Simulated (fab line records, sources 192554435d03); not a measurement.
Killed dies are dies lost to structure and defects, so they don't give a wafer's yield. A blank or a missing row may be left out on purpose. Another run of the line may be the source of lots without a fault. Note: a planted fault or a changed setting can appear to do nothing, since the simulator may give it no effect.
One fault seen from 2 desks -- flow n5-finfet -- every desk sees just its own numbers, and what lay behind them comes last

## THE METROLOGY DESK
What the gauges read for every lot (on any tool): the sampled wafers with a number, averaged. Marked OUT: a lot whose mean sits more than 4 standard deviations from the usual mean, which makes it out of limits; the brackets give that distance. It has 17 readings, of which 7 appear: the earliest out of limits, and the ones furthest out on some lot.
Columns: A = RS_SD_N at N5_SD_ACTIVATION_RS_MEAS_03, usual 21.76 ohm/sq; B = RS_SD_P at N5_SD_ACTIVATION_RS_MEAS_03, usual 55.8 ohm/sq; C = thk-nm at N5_ILD0_THK_MEAS_13, usual 17.8 nm; D = RC_DENSE_N at N5_BEOL_M4_RC_MEAS_101, usual 18.9 ohm.um; E = RC_N at N5_BEOL_M4_RC_MEAS_101, usual 15.40 ohm.um; F = REXT_N at N5_BEOL_M4_RC_MEAS_101, usual 75.4 ohm.um; G = RS_SD_N at N5_BEOL_M4_RC_MEAS_101, usual 28.2 ohm/sq
lot,first seen here,A,B,C,D,E,F,G
L784,day 4 03:29,21.79,54.7,15.8,19.3,15.77,76.0,28.2
L785,day 4 12:58,21.52,55.4,17.3,18.9,15.52,73.8,28.0
L786,day 4 15:05,22.12,55.9,16.9,19.2,15.55,76.1,28.7
L788,day 5 08:17,25.58 (+14) OUT,57.2,17.1,22.1 (+9.9) OUT,17.89 (+10) OUT,83.3 (+5.3) OUT,32.0 (+9.8) OUT
L790,day 5 19:43,25.40 (+13) OUT,56.3,18.8,21.9 (+9.3) OUT,17.78 (+9.5) OUT,82.1 (+4.5) OUT,32.5 (+11) OUT
L796,day 7 06:46,21.89,56.7,17.6,19.2,15.69,74.7,28.5
L800,day 8 06:40,21.78,55.5,18.7,19.0,15.52,76.3,28.4
L801,day 8 14:46,21.74,56.1,16.4,18.7,15.17,76.8,28.4
L803,day 9 01:05,22.00,54.7,16.3,19.0,15.41,74.0,28.6
This desk's finding: out of limits on L788, L790; first on L788, day 5 08:17 (RS_SD_N at N5_SD_ACTIVATION_RS_MEAS_03). Within limits: L784, L785, L786, L796, L800, L801, L803.

## AT THE TOOL OWNER'S DESK: laser-anneal-02
At N5_SD_ACTIVATION_LSA_01 (time 0.0008 s), the tool's own readings, given per lot that ran on this tool as the mean of the sampled wafers with a number. Marked OUT: a lot whose mean sits more than 4 standard deviations from the usual mean, which makes it out of limits; the brackets give that distance.
Columns: A = wafer_temp_C_max at N5_SD_ACTIVATION_LSA_01, usual 1085.0
lot,first seen here,A
L784,day 4 03:16,1086.1
L786,day 4 14:54,1085.6
L788,day 5 08:05,1052.9 (-23) OUT
L790,day 5 19:31,1052.2 (-23) OUT
L801,day 8 14:33,1085.7
This desk's verdict: out of limits on L788, L790, starting with L788 at day 5 08:05 (wafer_temp_C_max at N5_SD_ACTIVATION_LSA_01). Within limits: L784, L786, L801.

## BROUGHT TOGETHER
At day 5 08:05, on L788, L790, the tool owner's desk was in a position to raise an alarm.
The metrology desk could have raised an alarm at day 5 08:17, on L788, L790.
The lots listed all ran N5_SD_ACTIVATION_LSA_01 on laser-anneal-02.

## WHAT THE SIMULATOR HAD PUT IN
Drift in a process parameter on laser-anneal-02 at N5_SD_ACTIVATION_LSA_01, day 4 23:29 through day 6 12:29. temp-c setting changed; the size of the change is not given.
Struck lots among those shown: L788, L790.
Hours from the fault's start to each desk's first reading out of limits: the tool owner's desk, 9; the metrology desk, 9.
